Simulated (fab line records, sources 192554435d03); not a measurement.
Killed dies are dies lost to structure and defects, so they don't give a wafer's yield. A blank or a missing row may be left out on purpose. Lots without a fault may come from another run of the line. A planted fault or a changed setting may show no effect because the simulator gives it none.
Chamber matching | flow n5_finfet | N5_BEOL_M5_PRE_CLEAN_77 on cvd_co-01: 3 sister chambers
The step time 15 s. 3 wafers are shown with their chamber, then 12 later ones without.

WAFERS WITH THEIR CHAMBER
wafer  | chamber | heater_power_w (W)
L092.1 | 1       | 102
L092.4 | 0       | 63
L092.6 | 2       | 87

WAFERS WITHOUT THEIR CHAMBER
wafer  | heater_power_w (W)
L096.1 | 66
L096.2 | 89
L096.3 | 100
L096.4 | 101
L096.5 | 65
L096.6 | 86
L097.1 | 100
L097.2 | 63
L097.4 | 102
L095.2 | 64
L095.3 | 105
L095.5 | 64

WHICH CHAMBER EACH WENT THROUGH
wafer  | from the rows above | in truth
L096.1 | 0                   | 0
L096.2 | 2                   | 2
L096.3 | 1                   | 1
L096.4 | 1                   | 1
L096.5 | 0                   | 0
L096.6 | 2                   | 2
L097.1 | 1                   | 1
L097.2 | 0                   | 0
L097.4 | 1                   | 1
L095.2 | 0                   | 0
L095.3 | 1                   | 1
L095.5 | 0                   | 0
Placed correctly: 12 of 12. Can't be placed from these rows: 0. Placed wrongly: 0.
How it was worked out, from the rows above alone: a wafer's distance from a chamber is the root of the sum, over the readings, of the square of ((its reading less the chamber's mean) divided by the reading's scatter). The wafer belongs to the nearest chamber; if the next one is less than 2 further off, it can't be placed. A chamber's mean is the mean of its shown wafers. The scatter: with one shown wafer a chamber, the root of the mean of the squares of how far each hidden wafer lies from its nearest shown one.
